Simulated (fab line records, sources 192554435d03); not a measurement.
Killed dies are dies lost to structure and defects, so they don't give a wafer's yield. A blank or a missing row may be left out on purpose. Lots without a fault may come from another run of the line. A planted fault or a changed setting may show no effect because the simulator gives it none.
One fault seen from 3 desks | flow n5_finfet | each desk has only its own numbers; what lay behind them comes last

THE TOOL OWNER'S DESK: cmp-03
The tool's own readings at N5_BEOL_M13_CMP_49 (polishes, stops on SiOC, t overpolish 17.1 s, target thk 420 nm): means of the sampled wafers that have a number, for each lot that ran on this tool. A lot is out of limits, marked OUT, if its mean lies more than 4 standard deviations from the usual mean; the brackets give that distance.
Columns: A = barrier_field_endpoint_s at N5_BEOL_M13_CMP_49, usual 30.2 s; B = head_pressure_psi at N5_BEOL_M13_CMP_49, usual 0.9999 psi; C = motor_current_A at N5_BEOL_M13_CMP_49, usual 6.2 A; D = overpolish_run_s at N5_BEOL_M13_CMP_49, usual 17.102 s
lot  | first seen here | A              | B      | C   | D
L595 | day 12 13:39    | 29.5           | 1.0017 | 5.6 | 17.104
L598 | day 13 02:28    | 29.8           | 0.9992 | 6.5 | 17.103
L603 | day 14 09:13    | 30.7           | 0.9984 | 6.2 | 17.105
L604 | day 14 10:20    | 60.4 (+36) OUT | 1.0006 | 6.3 | 1.335 (-99 or more) OUT
L605 | day 15 09:27    | 39.8 (+11) OUT | 0.9987 | 5.8 | 12.262 (-99 or more) OUT
This desk's finding: out of limits on L604, L605; first on L604, day 14 10:20 (barrier_field_endpoint_s at N5_BEOL_M13_CMP_49). In limits: L595, L598, L603.

THE DEFECT DESK
What the inspections along the route counted, lot by lot: means of the sampled wafers that have a number. A lot is out of limits, marked OUT, if its mean lies more than 4 standard deviations from the usual mean; the brackets give that distance.
Columns: A = raw_defect_count at N5_BEOL_M13_INSPECT_55, usual 77
lot  | first seen here | A
L592 | day 11 23:01    | 71
L595 | day 12 14:06    | 83
L598 | day 13 02:55    | 117
L603 | day 14 09:40    | 66
L604 | day 14 10:43    | 3153 (+99 or more) OUT
L605 | day 15 09:52    | 1138 (+46) OUT
L610 | day 16 05:58    | 75
L609 | day 16 06:01    | 51
L614 | day 17 12:23    | 90
This desk's finding: out of limits on L604, L605; first on L604, day 14 10:43 (raw_defect_count at N5_BEOL_M13_INSPECT_55). In limits: L592, L595, L598, L603, L610, L609, L614.

THE METROLOGY DESK
What the gauges read, lot by lot, whatever tool the lot ran on: means of the sampled wafers that have a number. A lot is out of limits, marked OUT, if its mean lies more than 4 standard deviations from the usual mean; the brackets give that distance. Of its 12 readings 7 are shown: the one that was out of limits first, and those that lie furthest out on some lot.
Columns: A = DIBL_N at N5_BEOL_M4_RC_MEAS_101, usual 37.2 mV/V; B = IOFF_P at N5_BEOL_M4_RC_MEAS_101, usual 0.24 nA/um; C = ION_P at N5_BEOL_M4_RC_MEAS_101, usual 461 uA/um; D = SS_N at N5_BEOL_M4_RC_MEAS_101, usual 71.8 mV/dec; E = SS_P at N5_BEOL_M4_RC_MEAS_101, usual 73.6 mV/dec; F = VT_P at N5_BEOL_M4_RC_MEAS_101, usual -249 mV; G = M13_THK at N5_BEOL_M13_THK_MEAS_50, usual 425 nm
lot  | first seen here | A    | B    | C   | D    | E    | F    | G
L592 | day 8 10:58     | 37.8 | 0.25 | 465 | 72.3 | 73.5 | -248 | 430
L595 | day 9 11:36     | 37.8 | 0.24 | 464 | 71.7 | 73.6 | -246 | 428
L598 | day 9 15:33     | 37.4 | 0.24 | 464 | 71.6 | 73.6 | -250 | 425
L603 | day 11 13:14    | 39.0 | 0.35 | 479 | 72.4 | 73.6 | -241 | 418
L604 | day 11 13:54    | 35.7 | 0.24 | 464 | 71.8 | 73.5 | -248 | 802 (+45) OUT
L605 | day 12 05:06    | 36.8 | 0.21 | 457 | 71.8 | 73.4 | -251 | 532 (+13) OUT
L610 | day 12 23:52    | 35.6 | 0.22 | 460 | 71.2 | 72.5 | -250 | 417
L609 | day 13 02:37    | 35.8 | 0.22 | 458 | 71.5 | 73.4 | -249 | 420
L614 | day 14 02:14    | 32.9 | 0.16 | 456 | 70.4 | 72.1 | -254 | 420
This desk's finding: out of limits on L604, L605; first on L604, day 14 10:31 (M13_THK at N5_BEOL_M13_THK_MEAS_50). In limits: L592, L595, L598, L603, L610, L609, L614.

PUT TOGETHER
The tool owner's desk could have raised an alarm at day 14 10:20, on L604, L605.
The metrology desk could have raised an alarm at day 14 10:31, on L604, L605.
The defect desk could have raised an alarm at day 14 10:43, on L604, L605.
Of the lots named, all ran N5_BEOL_M13_CMP_49 on cmp-03.

WHAT THE SIMULATOR HAD PUT IN
Process parameter drift: cmp-03, from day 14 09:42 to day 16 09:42, at N5_BEOL_M13_CMP_49. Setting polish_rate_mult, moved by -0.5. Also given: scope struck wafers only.
Lots struck among those shown: L604, L605.
Hours from the fault's start to each desk's first reading out of limits: the tool owner's desk, 1; the metrology desk, 1; the defect desk, 1.
